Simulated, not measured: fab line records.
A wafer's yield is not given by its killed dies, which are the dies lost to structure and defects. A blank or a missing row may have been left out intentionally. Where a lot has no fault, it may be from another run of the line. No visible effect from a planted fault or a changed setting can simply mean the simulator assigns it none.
fab line records + flow nandHarc
record:
- lots: 14
- wafers: 42
- lastDay: 33
route steps=1302 shown THIN_TSV@1279
lots that met no fault: from a run of the same line without faults
startH: the number of hours between the record's first day and the start of the first shown wafer of the lot + waitH: time in hours since the lot's previous step + " repeats the value in the row above + L1.1+2: a row that stands for several wafers + - no value present, or no start provided + * or withheld: withheld + < > ~ a bound
route shown NAME@n: NAME is a module with steps in the file, n the number in the route of the first one + usual: average and standard deviation across the fault-free wafers + same: alike in all rows + chamber/n: place in a boat + sites: the reading at each site + _std_site: standard deviation across them + _edge_site: mean of outer sites minus mean of inner sites + radiusMm: for every site, how far away it sits from the centre of the wafer + mask NAME#n: copy n + behind: the last tool/chamber to shape the wafer + hold: why the lot went on hold/how many hours it stayed there/how the hold came to an end + device: transistor that didn't switch, given as n, p or np + end of line: tests run on the same wafers once the route is complete + a step given without rows: its recipe and nothing more + killed: at the first sort, the dies lost to defects and structure; wafer yield is something else + map: the dies of a wafer, with x for killed, . for not killed, _ for no die there
set.NAME: the setting as run; set.NAME@STEP: as run at that earlier step + model.NAME: the simulator's own value behind a step, which no gauge read
a sample of lots followed through the steps of the route, with each step as a table and each wafer as a row
services: from which hour (startH, from the record's first day; less than 0 if before it) a tool's chamber was out of use, for how many hours, and why
== steps ==
step: NHARC_THIN_TSV_DEGAS_53
recipe:
- tempC: 300
- timeS: 60
usual:
- heaterPowerW: 454/47
| lot.wafer | tool          | chamber | startH | waitH | heaterPowerW |
|-----------|---------------|---------|--------|-------|--------------|
| L587.3    | pvdSputter-03 | -       | 558.63 | 0.1   | 374          |
| L587.4    | "             | -       | "      | "     | 541          |
| L587.2    | "             | -       | "      | "     | 406          |
| L589.1    | pvdSputter-03 | -       | 559.89 | 0.1   | 391          |
| L589.3    | "             | -       | "      | "     | 481          |
| L589.5    | "             | -       | "      | "     | 460          |
| L592.3    | pvdSputter-01 | -       | 593.46 | 0.1   | 427          |
| L592.4    | "             | -       | "      | "     | 446          |
| L592.6    | "             | -       | "      | "     | 448          |
| L590.1    | pvdSputter-02 | -       | 594.83 | 0.1   | 409          |
| L590.3    | "             | -       | "      | "     | 496          |
| L590.4    | "             | -       | "      | "     | 449          |
| L594.4    | pvdSputter-03 | -       | 636.93 | 0.1   | 387          |
| L594.3    | "             | -       | "      | "     | 473          |
| L594.1    | "             | -       | "      | "     | 547          |
| L596.2    | pvdSputter-01 | -       | 644.12 | 0.1   | 425          |
| L596.4    | "             | -       | "      | "     | 465          |
| L596.5    | "             | -       | "      | "     | 426          |
| L602.3    | pvdSputter-02 | -       | 685.75 | 0.1   | 485          |
| L602.6    | "             | -       | "      | "     | 397          |
| L602.5    | "             | -       | "      | "     | 543          |
| L605.4    | pvdSputter-01 | -       | 727.76 | 0.1   | 453          |
| L605.2    | "             | -       | "      | "     | 430          |
| L605.6    | "             | -       | "      | "     | 446          |
| L604.1    | pvdSputter-03 | -       | 728.83 | 0.1   | 460          |
| L604.3    | "             | -       | "      | "     | 535          |
| L604.5    | "             | -       | "      | "     | 394          |
| L606.3    | pvdSputter-03 | -       | 751.30 | 0.1   | 460          |
| L606.5    | "             | -       | "      | "     | 465          |
| L606.6    | "             | -       | "      | "     | 524          |
| L610.3    | pvdSputter-03 | -       | 769.01 | 0.1   | 471          |
| L610.2    | "             | -       | "      | "     | 537          |
| L610.4    | "             | -       | "      | "     | 405          |
| L607.4    | pvdSputter-02 | -       | 774.06 | 0.1   | 473          |
| L607.3    | "             | -       | "      | "     | 446          |
| L607.1    | "             | -       | "      | "     | 554          |
| L608.3    | pvdSputter-01 | -       | 775.86 | 0.1   | 454          |
| L608.1    | "             | -       | "      | "     | 441          |
| L608.5    | "             | -       | "      | "     | 419          |
| L609.1    | pvdSputter-02 | -       | 783.15 | 0.1   | 404          |
| L609.2    | "             | -       | "      | "     | 536          |
| L609.5    | "             | -       | "      | "     | 455          |
step: NHARC_THIN_TSV_EXPOSE_30
recipe:
- na: 0.55
- doseMj: 11.47
- maskId: PAD
usual:
- exposureDoseMJCm2: 11.470/0.011
- focusOffsetNm: 0.1/0.52
| lot.wafer | tool          | chamber | startH | waitH | mask  | exposureDoseMJCm2 | focusOffsetNm |
|-----------|---------------|---------|--------|-------|-------|-------------------|---------------|
| L587.2    | krfScanner-03 | 0       | 559.50 | -     | PAD#0 | 11.478            | -0.2          |
| L587.3    | "             | 0       | "      | "     | PAD#0 | 11.469            | -0.7          |
| L587.4    | "             | 0       | "      | "     | PAD#0 | 11.478            | 0.3           |
| L589.1    | krfScanner-02 | 0       | 560.87 | -     | PAD#0 | 11.462            | 0.3           |
| L589.3    | "             | 0       | "      | "     | PAD#0 | 11.455            | 0.2           |
| L589.5    | "             | 0       | "      | "     | PAD#0 | 11.462            | 0.3           |
| L592.3    | krfScanner-02 | 0       | 594.45 | -     | PAD#0 | 11.468            | 0.3           |
| L592.4    | "             | 0       | "      | "     | PAD#0 | 11.464            | 0.6           |
| L592.6    | "             | 0       | "      | "     | PAD#0 | 11.478            | -0.5          |
| L590.1    | krfScanner-03 | 0       | 595.81 | -     | PAD#0 | 11.481            | 0.8           |
| L590.3    | "             | 0       | "      | "     | PAD#0 | 11.472            | 1.4           |
| L590.4    | "             | 0       | "      | "     | PAD#0 | 11.469            | 0.4           |
| L594.1    | krfScanner-02 | -       | 637.91 | -     | PAD#0 | -                 | -             |
| L594.3    | "             | -       | "      | "     | PAD#0 | -                 | -             |
| L594.4    | "             | -       | "      | "     | PAD#0 | -                 | -             |
| L596.2    | krfScanner-01 | -       | 645.11 | -     | PAD#0 | -                 | -             |
| L596.4    | "             | -       | "      | "     | PAD#0 | -                 | -             |
| L596.5    | "             | -       | "      | "     | PAD#0 | -                 | -             |
| L602.3    | krfScanner-02 | 0       | 686.72 | -     | PAD#0 | 11.451            | 0.0           |
| L602.5    | "             | 0       | "      | "     | PAD#0 | 11.458            | 0.1           |
| L602.6    | "             | 0       | "      | "     | PAD#0 | 11.471            | -0.2          |
| L605.2    | krfScanner-02 | 0       | 728.82 | -     | PAD#0 | 11.460            | -0.4          |
| L605.4    | "             | 0       | "      | "     | PAD#0 | 11.475            | -0.3          |
| L605.6    | "             | 0       | "      | "     | PAD#0 | 11.468            | 0.0           |
| L604.1    | krfScanner-02 | 0       | 729.66 | -     | PAD#0 | 11.455            | -0.7          |
| L604.3    | "             | 0       | "      | "     | PAD#0 | 11.489            | -1.0          |
| L604.5    | "             | 0       | "      | "     | PAD#0 | 11.470            | 0.1           |
| L606.3    | krfScanner-02 | 0       | 752.31 | -     | PAD#0 | 11.471            | 0.8           |
| L606.5    | "             | 0       | "      | "     | PAD#0 | 11.464            | -0.4          |
| L606.6    | "             | 0       | "      | "     | PAD#0 | 11.462            | 0.6           |
| L610.2    | krfScanner-03 | 0       | 770.00 | -     | PAD#0 | 11.469            | 1.4           |
| L610.3    | "             | 0       | "      | "     | PAD#0 | 11.485            | 0.0           |
| L610.4    | "             | 0       | "      | "     | PAD#0 | 11.480            | -0.2          |
| L607.1    | krfScanner-01 | 0       | 775.09 | -     | PAD#0 | 11.464            | 0.9           |
| L607.3    | "             | 0       | "      | "     | PAD#0 | 11.454            | -0.8          |
| L607.4    | "             | 0       | "      | "     | PAD#0 | 11.465            | -0.4          |
| L608.1    | krfScanner-01 | 0       | 776.70 | -     | PAD#0 | 11.465            | 0.1           |
| L608.3    | "             | 0       | "      | "     | PAD#0 | 11.479            | -0.9          |
| L608.5    | "             | 0       | "      | "     | PAD#0 | 11.470            | 0.8           |
| L609.1    | krfScanner-03 | 0       | 784.11 | -     | PAD#0 | 11.466            | 0.0           |
| L609.2    | "             | 0       | "      | "     | PAD#0 | 11.468            | -0.5          |
| L609.5    | "             | 0       | "      | "     | PAD#0 | 11.461            | -0.3          |
step: NHARC_THIN_TSV_DESCUM_35
recipe:
- timeS: 3
- o2FlowSccm: 200
- arFlowSccm: 0
- biasPowerW: 0
- chemistry: O2
usual:
- chamberPressureMTorr: 60.00/0.05
- drypumpMotorCurrentA: 5.7/0.48
- oesProductAu: 0.996/0.016
- rfVppV: 57.7/0.78
- showerheadPlenumPTorr: 1.88/0.048
- throttleValvePct: 11.311/0.0089
| lot.wafer | tool       | chamber | startH | waitH | chamberPressureMTorr | drypumpMotorCurrentA | oesProductAu | rfHoursCounterH | rfVppV | showerheadPlenumPTorr | throttleValvePct |
|-----------|------------|---------|--------|-------|----------------------|----------------------|--------------|-----------------|--------|-----------------------|------------------|
| L587.4    | rieDiel-12 | 2       | 559.82 | -     | 59.99                | 5.7                  | 1.007        | 6               | 57.8   | 1.88                  | 11.296           |
| L587.2    | "          | 3       | "      | "     | 59.98                | 6.6                  | 1.004        | 7               | 58.3   | 1.90                  | 11.291           |
| L587.3    | "          | 0       | "      | "     | 59.97                | 5.7                  | 0.998        | 6               | 58.4   | 1.86                  | 11.308           |
| L589.3    | rieDiel-02 | 3       | 561.22 | -     | 59.95                | 5.8                  | 0.993        | 9               | 57.4   | 1.92                  | 11.316           |
| L589.1    | "          | 0       | "      | "     | 60.02                | 5.5                  | 1.002        | 9               | 58.1   | 1.89                  | 11.333           |
| L589.5    | "          | 1       | "      | "     | 59.98                | 6.1                  | 0.989        | -               | 57.1   | 1.97                  | 11.302           |
| L592.4    | rieDiel-02 | 2       | 594.77 | -     | 60.05                | 5.4                  | 0.987        | 1               | 58.4   | 1.89                  | 11.310           |
| L592.3    | "          | 3       | "      | "     | 60.06                | 5.9                  | 0.977        | 1               | 57.7   | 1.92                  | 11.314           |
| L592.6    | "          | 2       | "      | "     | 60.03                | 5.4                  | 0.995        | -               | 57.2   | 1.89                  | 11.319           |
| L590.1    | rieDiel-02 | 1       | 596.14 | -     | 60.05                | 6.1                  | 0.981        | 1               | 56.2   | 1.97                  | 11.297           |
| L590.4    | "          | 2       | "      | "     | 60.06                | 5.4                  | 0.994        | 1               | 57.2   | 1.89                  | 11.304           |
| L590.3    | "          | 3       | "      | "     | 60.04                | 5.9                  | 0.987        | 1               | 58.4   | 1.92                  | 11.315           |
| L594.4    | rieDiel-12 | 1       | 638.23 | -     | 60.04                | 5.2                  | 1.012        | 0               | 56.2   | 1.80                  | 11.309           |
| L594.3    | "          | 3       | "      | "     | 60.02                | 6.6                  | 0.995        | 1               | 57.3   | 1.90                  | 11.327           |
| L594.1    | "          | 0       | "      | "     | 60.01                | 5.7                  | 0.979        | 0               | 57.1   | 1.86                  | 11.316           |
| L596.2    | rieDiel-02 | 2       | 645.44 | -     | 59.93                | 5.4                  | 0.999        | 3               | 58.1   | 1.89                  | 11.315           |
| L596.4    | "          | 3       | "      | "     | 59.94                | 5.8                  | 0.995        | 4               | 58.0   | 1.92                  | 11.311           |
| L596.5    | "          | 2       | "      | "     | 60.05                | 5.4                  | 1.008        | -               | 58.7   | 1.88                  | 11.299           |
| L602.3    | rieDiel-10 | 0       | 687.05 | -     | 60.00                | 5.1                  | 1.010        | 4               | 56.0   | 1.91                  | 11.307           |
| L602.6    | "          | 2       | "      | "     | 59.90                | 5.1                  | 0.988        | -               | 56.6   | 1.81                  | 11.312           |
| L602.5    | "          | 3       | "      | "     | 59.94                | 6.6                  | 0.972        | -               | 58.1   | 1.81                  | 11.327           |
| L605.2    | rieDiel-02 | 2       | 729.13 | -     | 59.87                | 5.4                  | 1.001        | 7               | 56.2   | 1.88                  | 11.312           |
| L605.4    | "          | 0       | "      | "     | 60.00                | 5.5                  | 1.005        | 7               | 58.4   | 1.89                  | 11.304           |
| L605.6    | "          | 3       | "      | "     | 60.03                | 5.9                  | 0.982        | -               | 58.4   | 1.92                  | 11.307           |
| L604.1    | rieDiel-12 | 1       | 729.98 | -     | 60.01                | 5.2                  | 1.011        | 6               | 59.2   | 1.80                  | 11.315           |
| L604.3    | "          | 0       | "      | "     | 59.99                | 5.7                  | 0.975        | 6               | 57.2   | 1.85                  | 11.305           |
| L604.5    | "          | 1       | "      | "     | 59.96                | 5.2                  | 1.019        | -               | 56.4   | 1.80                  | 11.309           |
| L606.3    | rieDiel-10 | 1       | 752.65 | -     | 59.94                | 5.6                  | 1.011        | 8               | 56.8   | 1.84                  | 11.307           |
| L606.6    | "          | 2       | "      | "     | 59.99                | 5.1                  | 0.985        | -               | 57.7   | 1.81                  | 11.310           |
| L606.5    | "          | 3       | "      | "     | 60.05                | 6.6                  | 0.952        | -               | 58.3   | 1.81                  | 11.309           |
| L610.3    | rieDiel-02 | 2       | 770.31 | -     | 59.95                | 5.4                  | 0.999        | 0               | 58.8   | 1.88                  | 11.306           |
| L610.2    | "          | 3       | "      | "     | 60.10                | 5.9                  | 1.007        | 1               | 58.7   | 1.91                  | 11.312           |
| L610.4    | "          | 1       | "      | "     | 59.98                | 6.1                  | 1.002        | 1               | 58.0   | 1.97                  | 11.318           |
| L607.3    | rieDiel-02 | 2       | 775.43 | -     | 60.01                | 5.4                  | 0.990        | 1               | 59.0   | 1.88                  | 11.329           |
| L607.1    | "          | 3       | "      | "     | 60.03                | 5.9                  | 1.017        | 1               | 58.2   | 1.91                  | 11.317           |
| L607.4    | "          | 0       | "      | "     | 59.89                | 5.6                  | 1.012        | 1               | 56.5   | 1.89                  | 11.318           |
| L608.3    | rieDiel-02 | 0       | 777.12 | -     | 60.09                | 5.6                  | 0.998        | 1               | 57.3   | 1.89                  | 11.307           |
| L608.1    | "          | 2       | "      | "     | 59.91                | 5.4                  | 0.980        | 1               | 56.8   | 1.88                  | 11.296           |
| L608.5    | "          | 1       | "      | "     | 60.01                | 6.1                  | 1.003        | -               | 58.8   | 1.97                  | 11.311           |
| L609.2    | rieDiel-12 | 2       | 784.43 | -     | 59.98                | 5.7                  | 1.003        | 12              | 58.1   | 1.87                  | 11.311           |
| L609.1    | "          | 3       | "      | "     | 59.97                | 6.6                  | 1.013        | 11              | 57.8   | 1.89                  | 11.311           |
| L609.5    | "          | 2       | "      | "     | 59.95                | 5.7                  | 0.997        | -               | 56.9   | 1.87                  | 11.301           |
step: NHARC_THIN_TSV_ETCH_36
recipe:
- targetDepthA: 650
- overEtchFrac: 0.3
- timeS: 18.571
- ionEnergyEv: 150
- chemistry: Cl2/BCl3
usual:
- chamberPressureMTorr: 10.001/0.0091
- drypumpMotorCurrentA: 5.5/0.41
- oesProductAu: 1.003/0.0098
| lot.wafer | tool        | chamber | startH | waitH | chamberPressureMTorr | drypumpMotorCurrentA | oesProductAu | rfHoursCounterH |
|-----------|-------------|---------|--------|-------|----------------------|----------------------|--------------|-----------------|
| L587.2    | rieMetal-02 | 1       | 560.21 | 0.2   | 10.009               | 5.9                  | 1.002        | 1.8             |
| L587.3    | "           | 0       | "      | "     | 10.017               | 5.8                  | 0.982        | -               |
| L587.4    | "           | 1       | "      | "     | 9.992                | 5.9                  | 1.012        | -               |
| L589.1    | rieMetal-03 | 1       | 561.59 | 0.2   | 10.007               | 5.4                  | 0.998        | 0.8             |
| L589.3    | "           | 1       | "      | "     | 10.009               | 5.4                  | 0.990        | -               |
| L589.5    | "           | 1       | "      | "     | 10.000               | 5.4                  | 1.004        | -               |
| L592.4    | rieMetal-02 | 0       | 595.15 | 0.2   | 9.981                | 5.8                  | 0.995        | -               |
| L592.3    | "           | 1       | "      | "     | 10.003               | 5.9                  | 1.011        | -               |
| L592.6    | "           | 1       | "      | "     | 10.020               | 5.9                  | 1.007        | -               |
| L590.1    | rieMetal-03 | 0       | 596.72 | 0.4   | 9.982                | 5.2                  | 1.002        | 1.6             |
| L590.3    | "           | 0       | "      | "     | 9.996                | 5.2                  | 1.007        | -               |
| L590.4    | "           | 0       | "      | "     | 9.992                | 5.2                  | 1.014        | -               |
| L594.1    | rieMetal-01 | 1       | 638.62 | 0.2   | 10.003               | 6.0                  | 1.004        | 0.6             |
| L594.3    | "           | 0       | "      | "     | 10.002               | 4.9                  | 1.010        | -               |
| L594.4    | "           | 1       | "      | "     | 9.990                | 6.0                  | 1.005        | -               |
| L596.2    | rieMetal-01 | 1       | 645.82 | 0.2   | 10.000               | 6.0                  | 0.993        | 0.8             |
| L596.4    | "           | 1       | "      | "     | 9.988                | 6.0                  | 0.999        | -               |
| L596.5    | "           | 0       | "      | "     | 9.984                | 4.9                  | 0.999        | -               |
| L602.3    | rieMetal-01 | 0       | 687.44 | 0.2   | 9.991                | 4.9                  | 0.993        | -               |
| L602.5    | "           | 1       | "      | "     | 9.992                | 6.0                  | 1.005        | -               |
| L602.6    | "           | 0       | "      | "     | 10.011               | 4.9                  | 1.004        | -               |
| L605.2    | rieMetal-02 | 0       | 729.52 | 0.2   | 10.010               | 5.8                  | 0.995        | 1.7             |
| L605.4    | "           | 1       | "      | "     | 10.004               | 5.9                  | 1.006        | -               |
| L605.6    | "           | 0       | "      | "     | 10.000               | 5.8                  | 0.993        | -               |
| L604.1    | rieMetal-01 | 1       | 730.37 | 0.2   | 9.996                | 6.0                  | 0.993        | 2.3             |
| L604.3    | "           | 0       | "      | "     | 10.018               | 4.9                  | 0.998        | -               |
| L604.5    | "           | 1       | "      | "     | 9.992                | 5.9                  | 0.996        | -               |
| L606.3    | rieMetal-03 | 0       | 753.01 | 0.2   | 10.002               | 5.2                  | 1.012        | -               |
| L606.6    | "           | 0       | "      | "     | 10.006               | 5.2                  | 1.016        | -               |
| L606.5    | "           | 1       | "      | "     | 9.976                | 5.4                  | 1.002        | -               |
| L610.2    | rieMetal-01 | 1       | 770.70 | 0.2   | 10.000               | 6.0                  | 1.006        | 0.2             |
| L610.3    | "           | 0       | "      | "     | 10.013               | 4.9                  | 1.007        | -               |
| L610.4    | "           | 1       | "      | "     | 10.021               | 6.0                  | 0.996        | -               |
| L607.1    | rieMetal-03 | 1       | 775.81 | 0.2   | 10.005               | 5.4                  | 1.014        | 1.2             |
| L607.4    | "           | 1       | "      | "     | 10.000               | 5.4                  | 1.020        | -               |
| L607.3    | "           | 0       | "      | "     | 9.990                | 5.2                  | 1.013        | -               |
| L608.1    | rieMetal-02 | 0       | 777.51 | 0.2   | 10.004               | 5.8                  | 1.006        | 2.4             |
| L608.3    | "           | 1       | "      | "     | 9.996                | 5.9                  | 1.018        | -               |
| L608.5    | "           | 1       | "      | "     | 10.001               | 5.9                  | 1.016        | -               |
| L609.2    | rieMetal-01 | 1       | 784.82 | 0.2   | 9.988                | 6.0                  | 1.016        | 0.6             |
| L609.1    | "           | 0       | "      | "     | 9.995                | 4.9                  | 1.005        | 0.6             |
| L609.5    | "           | 0       | "      | "     | 9.996                | 4.9                  | 0.998        | -               |
== services ==
| tool          | chamber | startH | hours | kind   |
|---------------|---------|--------|-------|--------|
| rieDiel-12    | 2       | 535.11 | 9.0   | repair |
| rieDiel-02    | 2       | 547.27 | 10.6  | repair |
| pvdSputter-02 | -       | 556.41 | 0.5   | repair |
| rieDiel-12    | 0       | 569.32 | 1.6   | repair |
| rieDiel-02    | -       | 570.70 | 9.0   | pm     |
| krfScanner-03 | -       | 572.07 | 4.0   | pm     |
| rieMetal-01   | -       | 575.00 | 9.0   | pm     |
| rieMetal-03   | 1       | 579.23 | 79.4  | repair |
| pvdSputter-01 | -       | 582.97 | 10.0  | pm     |
| rieDiel-12    | 0       | 599.53 | 10.3  | repair |
| rieDiel-02    | 2       | 600.77 | 20.3  | repair |
| rieMetal-01   | 0       | 604.52 | 6.3   | repair |
| rieMetal-01   | -       | 606.38 | 0.9   | repair |
| krfScanner-02 | -       | 610.00 | 4.0   | pm     |
| rieDiel-12    | -       | 622.43 | 9.0   | pm     |
| rieDiel-02    | 2       | 626.24 | 1.2   | repair |
| rieDiel-02    | 0       | 651.38 | 9.1   | repair |
| pvdSputter-03 | -       | 671.58 | 1.1   | repair |
| rieMetal-01   | 1       | 672.80 | 2.3   | repair |
| pvdSputter-03 | -       | 703.25 | 4.3   | repair |
| pvdSputter-03 | -       | 707.56 | 10.0  | pm     |
| pvdSputter-03 | -       | 742.65 | 3.8   | repair |
| rieDiel-02    | -       | 747.70 | 9.0   | pm     |
| rieMetal-01   | -       | 752.00 | 9.0   | pm     |
== key ==
firstSign:
- step: NHARC_THIN_TSV_EXPOSE_30
- reading: toolRecord
- direction: missing
effect none on later readings
metAt NHARC_THIN_TSV_EXPOSE_30
struckLots L594,L596
laterRowsLeftOut L594.1,L594.3,L594.4,L596.2,L596.4,L596.5
sortLeftOut L594.1,L594.3,L594.4,L596.2,L596.4,L596.5
notActingAt NHARC_THIN_TSV_DEGAS_53,NHARC_THIN_TSV_DESCUM_35,NHARC_THIN_TSV_ETCH_36
onsetBetween 594.45 637.91
fault:
- kind: skippedStepWhole
- tool: krfScanner-01,krfScanner-02
- chamber: -
- onsetH: 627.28
- steps: NHARC_THIN_TSV_EXPOSE_30
- scope: struckLotsOnly
sortLeftOut: the simulated sort isn't trusted on such a fault, so these wafers' sort isn't shown, and their yield isn't known
laterRowsLeftOut: the simulator's readings of these wafers behind a module that went badly wrong aren't trusted and aren't shown, but for the sort
